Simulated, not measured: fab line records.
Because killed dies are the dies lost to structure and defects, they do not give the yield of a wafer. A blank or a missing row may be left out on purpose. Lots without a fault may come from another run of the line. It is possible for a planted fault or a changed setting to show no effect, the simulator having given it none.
A struck lot beside a sound one + flow n5-finfet + 36 steps out of a route of 1938
Sound: wafers L330.1, L330.4, L330.5. Wafers L323.4, L323.5, L323.6 were the ones struck. The cause is named last.
Per side, at each step with rows, come the tool, then ch with its chambers, and then its first start. Under that, the readings that differ: sound wafers + struck wafers + difference of the means + sigmas: that difference in standard deviations of wafers without a fault.
alike: readings with means less than 2 such deviations apart, plus words and numbers identical on both sides. not compared: withheld readings, readings lacking a value on some wafer, bounds such as >300 that could conceal the same value, and numbers that have no deviation in the record and whose values overlap.
The two part at a step that has a row with sigmas, a row that says differs or no value, or rows on one side only. Numbers that have no deviation but don't overlap get no sigmas and don't part them. Lack of a reading on every wafer of one side parts them only where that side has two or more wafers.

first, 9 steps without rows for these wafers: N5_BEOL_M4_ANNEAL_95 (time 240 s); N5_BEOL_M4_SPUTTER_96 (material Cu, target thk 4.5 nm, time 8.29 s); N5_BEOL_M4_ECD_50 (material Cu, target thk 300 nm); N5_BEOL_M4_ANNEAL_51 (time 90 s); N5_BEOL_M4_CMP_52 (polishes, stops on SiOC, t overpolish 6.8 s, target thk 40 nm); N5_BEOL_M4_PRE_CLEAN_60 (time 15 s); N5_BEOL_M4_CO_CAP_55 (material Co, precursor CCTBA/H2, target thk 2 nm, time 102.1 s); N5_BEOL_M4_PRE_CLEAN_56 (time 15 s); N5_BEOL_M4_DEP_57 (deposits SiCN from 3MS/NH3, target thk 8 nm, time 14 s).
N5_BEOL_M4_RC_MEAS_101:
  sound on prober-02 ch 0, day 13 03:29; struck on prober-01 ch 0, day 11 03:47
| reading        | sound                | struck               | difference | sigmas |
|----------------|----------------------|----------------------|------------|--------|
| DIBL_P (mV/V)  | 35.2 35.7 32.8       | 38.0 39.4 39.1       | +4.3       | +3     |
| IOFF_P (nA/um) | 0.181 0.185 0.148    | 0.230 0.242 0.245    | +0.068     | +2     |
| VT_P (mV)      | -252.2 -252.1 -256.1 | -245.9 -247.6 -248.2 | +6.2       | +2     |
  alike: DIBL_N, IOFF_N, ION_N, ION_P, SS_N, SS_P, VT_N
then, 24 steps without rows for these wafers: N5_BEOL_M5_ILD_DEP_00 (deposits SiCOH lowk from DEMS/porogen, target thk 140.64 nm, time 25.9 s); N5_BEOL_M5_CURE_79 (cures SiCOH lowk, time 240 s); N5_BEOL_M5_PECVD_70 (deposits SiO2 from TEOS/O2, target thk 16 nm, time 18 s); N5_BEOL_M5_HM_DEP_02 (deposits TiN, target thk 20 nm); N5_BEOL_M5_COAT_59 (time 60 s, resist thk 60 nm); N5_BEOL_M5_COAT_60 (time 60 s, resist thk 12 nm); N5_BEOL_M5_COAT_71 (time 60 s, resist thk 5 nm); N5_BEOL_M5_COAT_05 (resist thk 30 nm); N5_BEOL_M5_EBR_07; N5_BEOL_M5_SOFTBAKE_06 (time 60 s); N5_BEOL_M5_EXPOSE_08 (exposes mask M5, target cd 28 nm); N5_BEOL_M5_PEB_09 (peb time 60 s); N5_BEOL_M5_DEVELOP_10 (develop time 30 s); N5_BEOL_M5_DESCUM_16 (chemistry O2, time 7 s); N5_BEOL_M5_ETCH_72 (etches underlayer in N2/H2, target depth 6.5 nm, time 5.2 s); N5_BEOL_M5_ETCH_61 (etches SiARC in CF4, target depth 15.6 nm, time 26 s); N5_BEOL_M5_ETCH_62 (etches SOC in N2/H2, target depth 75 nm, overetch 15 nm, time 112.5 s); N5_BEOL_M5_STRIP_63 (strips in N2/H2); N5_BEOL_M5_STRIP_73 (strips in N2/H2); N5_BEOL_M5_STRIP_64 (strips in CF4); N5_BEOL_M5_HM_OPEN_17 (chemistry Cl2/BCl3, target TiN, target depth 20 nm, overetch 6 nm); N5_BEOL_M5_STRIP_19 (strips in O2); N5_BEOL_M5_COAT_65 (time 60 s, resist thk 60 nm); N5_BEOL_M5_COAT_66 (time 60 s, resist thk 12 nm).
-- record jumps: 4 days separate the struck wafers' starts on either side; left off in module BEOL_M5, taken up again in module PASSIVATION, whose first shown step is the route's number 1929 --
N5_PASSIVATION_PASS_ETCH_47: etches SiNx in CF4/O2, target depth 770 nm, time 385 s.
  sound on rie-diel-04 ch 0,1,3, day 17 15:20; struck on rie-diel-01 ch 0,1, day 15 07:14
  no value came back on the struck wafers for any of 8 readings (O2_flow_sccm (sccm), bias-w (W) and others); on the sound wafers O2_flow_sccm (sccm) reads 9.96 9.97 10.01
  not compared: rf-hours-counter-h
N5_PASSIVATION_PROBE_49:
  record: rows for the struck wafers here (prober-02, day 15 10:41), none for the sound ones

## WHERE THEY PART
Earliest at N5_BEOL_M4_RC_MEAS_101; latest, in this record, at N5_PASSIVATION_PROBE_49.

WHY: the cause the simulator had injected
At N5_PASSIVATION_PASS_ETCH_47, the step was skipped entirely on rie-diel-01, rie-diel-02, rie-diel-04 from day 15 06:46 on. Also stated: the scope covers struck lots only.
